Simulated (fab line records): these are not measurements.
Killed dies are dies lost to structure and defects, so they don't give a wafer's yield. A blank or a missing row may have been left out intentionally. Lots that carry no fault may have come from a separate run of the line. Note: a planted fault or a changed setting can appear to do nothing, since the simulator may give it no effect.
Split-lot trial | flow n5_finfet | 21 wafers read across 7 lots, on a route 1938 steps long

== ON THE SPLIT ==
At N5_BEOL_M12_PEB_08 (peb time 90 s), the setting peb_time_s was moved away from the recipe's 90 s on 9 of the 21 wafers read, by -17.7% to -9.3%. All remaining wafers had this setting at the recipe value.

== FROM THE SPLIT TO THE READING: what the file shows between them, 5 steps ==
- N5_BEOL_M12_DEVELOP_09: develop time 45 s
- N5_BEOL_M12_HARDBAKE_14: time 120 s
- N5_BEOL_M12_CD_MEAS_10: target cd 140 nm
- N5_BEOL_M12_STRIP_71: strips in post etch residue remover, time 60 s
- N5_BEOL_M12_SRD_72: time 30 s, dry time 30 s

== THE READING ==
cd_nm at N5_BEOL_M12_CD_MEAS_17, given in nm (cd target 140 nm). Fault-free wafers of this fab line usually give 140.3 nm, standard deviation 1.4 nm.

wafer  | tool, chamber at the split | peb_time_s as run, s | against the recipe | cd_nm, nm | against lot-mates on the recipe
L074.1 | litho_track-05, 0          | 90                   | recipe             | 138.2     | -
L074.4 | litho_track-05, 0          | 90                   | recipe             | 141.4     | -
L074.5 | litho_track-05, 0          | 74.11                | -17.7%             | 133.2     | -6.6
L080.2 | litho_track-01, 0          | 74.46                | -17.3%             | 135.0     | no lot-mate on the recipe
L080.4 | litho_track-01, 0          | 74.46                | -17.3%             | 136.4     | no lot-mate on the recipe
L080.5 | litho_track-01, 0          | 74.46                | -17.3%             | 134.4     | no lot-mate on the recipe
L081.2 | litho_track-05, 0          | 78.33                | -13.0%             | 137.7     | -3.2
L081.5 | litho_track-05, 0          | 78.33                | -13.0%             | 138.4     | -2.5
L081.6 | litho_track-05, 0          | 90                   | recipe             | 140.9     | -
L085.3 | litho_track-05, 0          | 81.64                | -9.3%              | 138.0     | -3.5
L085.4 | litho_track-05, 0          | 81.64                | -9.3%              | 138.0     | -3.5
L085.6 | litho_track-05, 0          | 90                   | recipe             | 141.5     | -
L087.1 | litho_track-02, 0          | 90                   | recipe             | 139.1     | -
L087.2 | litho_track-02, 0          | 90                   | recipe             | 138.7     | -
L087.4 | litho_track-02, 0          | 90                   | recipe             | 140.8     | -
L091.1 | litho_track-02, 0          | 74.03                | -17.7%             | 135.1     | -3.8
L091.2 | litho_track-02, 0          | 90                   | recipe             | 138.2     | -
L091.6 | litho_track-02, 0          | 90                   | recipe             | 139.6     | -
L095.2 | litho_track-02, 0          | 90                   | recipe             | 137.6     | -
L095.3 | litho_track-02, 0          | 90                   | recipe             | 138.2     | -
L095.6 | litho_track-02, 0          | 90                   | recipe             | 138.1     | -

FIT RESULTS
A straight line over all 21 wafers: cd_nm changes by +0.232 nm for each +1% of peb_time_s; r = +0.80; the points scatter about the line by 1.4 nm.
The same after taking each lot's own level away (the mean of its wafers on the recipe; 18 wafers): +0.282 nm for each +1%; r = +0.89; scatter 1 nm.
That fit puts the effect of the largest move of peb_time_s on the reading at 5 nm.
The span of the lots' own levels, 137.97 to 141.50 nm, comes to 2.5 times the standard deviation stated above.
Thus the slope moves with the lot-to-lot level: the two fits are different.
Check: -5.53 nm against its lot-mates is what the line predicts for one of the wafers moved furthest among these (-17.7%) when that wafer is left out of the fit. It came out at -3.8 nm against them.

== ADDITIONAL SPLITS CARRIED BY THESE WAFERS ==
Other splits were also applied to these wafers ahead of the reading. Each is held against what the fit with the lots' levels taken away leaves over:
other split on the same wafers      | wafers away from the commonest value | r with cd_nm (lot level and that fit taken away)
N5_BEOL_M10_TRENCH_ETCH_37 source_w | 6                                    | -0.11
N5_BEOL_M11_EXPOSE_08 dose_mj       | 10                                   | +0.44
N5_BEOL_M11_DEP_56 time_s           | 6                                    | -0.21

== THE WHOLE CHAIN: every reading that the file lists as answering this split, in the file's order ==
step                   | what it does     | reading | change (the file's fit)               | r (the file's)
N5_BEOL_M12_CD_MEAS_10 | target cd 140 nm | cd_nm   | +0.302 nm for each +1% of the setting | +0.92
N5_BEOL_M12_CD_MEAS_17 | target cd 140 nm | cd_nm   | +0.285 nm for each +1% of the setting | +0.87

== FILE'S OWN FIT ==
cd_nm changes by +0.285 nm for each +1% of peb_time_s, r = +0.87.
